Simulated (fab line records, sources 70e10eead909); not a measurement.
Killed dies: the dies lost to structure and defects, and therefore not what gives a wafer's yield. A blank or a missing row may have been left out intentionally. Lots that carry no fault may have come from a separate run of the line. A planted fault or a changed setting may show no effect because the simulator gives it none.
Chamber matching ; flow nand-harc ; NHARC_A_M0_PRE_CLEAN_31 on pecvd-03 has 3 sister chambers
The step time 12 s. 18 wafers are shown with their chamber, then 9 later ones without.

WAFERS, EACH WITH ITS CHAMBER
wafer;chamber;heater-power-w (W)
L076.1;0;575
L076.2;2;683
L076.6;1;687
L077.1;1;669
L077.2;0;655
L077.5;2;684
L079.1;0;671
L079.3;1;735
L079.6;0;658
L078.2;0;552
L078.3;2;680
L078.4;0;564
L082.1;0;657
L082.5;1;668
L082.6;2;589
L085.1;1;767
L085.4;2;665
L085.6;0;643

SIGNATURES (averages over the wafers above)
reading;chamber 0;chamber 1;chamber 2;scatter within a chamber
heater-power-w;621.88;705.20;660.20;45.6
Rule: for a wafer and a chamber, the distance is found by dividing, reading by reading, the gap between the wafer's reading and the chamber's mean by the reading's scatter, squaring, summing and taking the root. The wafer belongs to the nearest chamber; if the next one is less than 2 further off, it can't be placed. How the scatter is found: for the shown wafers, subtract from each reading the mean of its chamber, square and add these, divide the total by (wafers less chambers), then take the root.

WAFERS MISSING THEIR CHAMBER
wafer;heater-power-w (W)
L094.1;631
L094.2;693
L094.3;657
L094.4;656
L094.5;638
L094.6;698
L097.1;616
L097.3;662
L097.5;627

EACH ONE'S CHAMBER
wafer;from the rows above;in truth
L094.1;can't be placed: 0 or 2 or 1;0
L094.2;can't be placed: 1 or 2 or 0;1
L094.3;can't be placed: 2 or 0 or 1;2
L094.4;can't be placed: 2 or 0 or 1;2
L094.5;can't be placed: 0 or 2 or 1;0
L094.6;can't be placed: 1 or 2 or 0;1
L097.1;can't be placed: 0 or 2 or 1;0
L097.3;can't be placed: 2 or 0 or 1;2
L097.5;can't be placed: 0 or 2 or 1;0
Correctly placed: 0 of 9. Not placeable from these rows: 9 (in 9, the candidates include the true chamber). Number placed wrongly: 0.
